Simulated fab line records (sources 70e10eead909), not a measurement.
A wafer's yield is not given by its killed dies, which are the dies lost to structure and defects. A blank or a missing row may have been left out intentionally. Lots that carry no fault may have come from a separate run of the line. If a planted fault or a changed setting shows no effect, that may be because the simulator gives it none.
Comparing a struck lot with a sound one ; flow nandHarc ; 15 out of 1159 route steps
Sound: the wafers L118.1, L118.4, L118.5. Struck: wafer L132.1. (L132.3, L132.4 of the same lot were not struck and are left out.) The cause comes at the end.
Each step with rows lists, per side, the tool, then ch with its chambers, then its first start. Under that, the readings that differ: sound wafers ; struck wafers ; difference of the means ; sigmas: that difference in standard deviations of wafers without a fault.
alike: words and numbers the same on both sides, and readings whose means are apart by under 2 such deviations; not compared: readings that were withheld, readings missing a value for some wafer, numbers with overlapping values and no deviation given by the record, and bounds like >300 which may hide the same value.
Wherever a step has rows on one side only, a row that says differs or no value, or a row with sigmas, the two part there. When numbers do not overlap yet have no deviation, they are printed without sigmas and do not part them. Lack of a reading on every wafer of one side parts them only where that side has two or more wafers.

NHARC_A_M0_OVL_MEAS_10: pitch 160 nm.
  sound on overlay-01, day 17 23:09; struck on overlay-01, day 21 23:54
reading;sound;struck;difference;sigmas
overlayYNm (nm);-0.3 -0.3 -0.4;1.2;+1.5;+2
  alike: overlayXNm
NHARC_A_M0_INSPECT_11:
  sound on defectInspect-02, day 17 23:11; struck on defectInspect-01, day 21 23:56
  alike: rawDefectCount
NHARC_A_M0_DESCUM_14: chemistry O2, time 3 s.
  sound on rieDiel-02 ch 2,3, day 17 23:15; struck on rieDiel-02 ch 0, day 22 00:00
  alike: drypumpMotorCurrentA, oesProductAu, rfVppV, showerheadPlenumPTorr, throttleValvePct
  not compared: rfHoursCounterH
then, 2 steps without rows for these wafers: NHARC_A_M0_ETCH_34 (etches the open film in N2/H2, target depth 40 nm, overetch 12 nm, time 43.94 s); NHARC_A_M0_ETCH_15 (etches the open film in C4F8/Ar, target depth 150 nm, overetch 15 nm, time 82.5 s).
NHARC_A_M0_CD_MEAS_16:
  sound on cdSem-01, day 17 23:33; struck on cdSem-01, day 22 00:19
  alike: cdNm
then, 3 steps without rows for these wafers: NHARC_A_M0_STRIP_18 (strips in N2/H2); NHARC_A_M0_STRIP_19 (strips in post etch residue remover, time 600 s); NHARC_A_M0_DEGAS_28 (time 60 s).
NHARC_A_M0_PRE_CLEAN_29: time 30 s.
  sound on pvdSputter-01; struck on pvdSputter-02
  alike: heaterPowerW
NHARC_A_M0_PVD_20: deposits TaN, target thk 5 nm, time 8.06 s.
  sound on pvdSputter-01; struck on pvdSputter-02
  alike: cathodeDcPowerW, chamberPressurePa, throttleValvePct
NHARC_A_M0_PVD_21: deposits Cu, target thk 30 nm, time 20.49 s.
  sound on pvdSputter-01; struck on pvdSputter-02
  alike: cathodeDcPowerW, chamberPressurePa, throttleValvePct
NHARC_A_M0_ECD_22: material Cu, target thk 400 nm.
  sound on ecdCu-02 ch 0, day 18 00:32; struck on ecdCu-02 ch 0,1, day 22 01:22
NHARC_A_M0_ANNEAL_30: time 90 s.
  sound on rtpAnneal-01 ch 0, day 18 01:02; struck on rtpAnneal-02 ch 0, day 22 01:42
reading;sound;struck;difference;sigmas
wafer_temp_C_max;226.17 226.15 226.35;225.75;-0.47;-2
NHARC_A_M0_CMP_23: polishes, t overpolish 20 s, target thk 113.75 nm.
  sound on cmp-03 ch 0,1, day 18 01:22; struck on cmp-03 ch 0, day 22 02:05
reading;sound;struck;difference;sigmas
timeToEndpointS (s);27.0 22.1 29.7;4.1;-22.2;-8
  alike: motorCurrentA
  not compared: padLifeWafers

== WHERE THEY PART ==
First at NHARC_A_M0_OVL_MEAS_10; last, within this record, at NHARC_A_M0_CMP_23.

WHY: whatever the simulator had introduced
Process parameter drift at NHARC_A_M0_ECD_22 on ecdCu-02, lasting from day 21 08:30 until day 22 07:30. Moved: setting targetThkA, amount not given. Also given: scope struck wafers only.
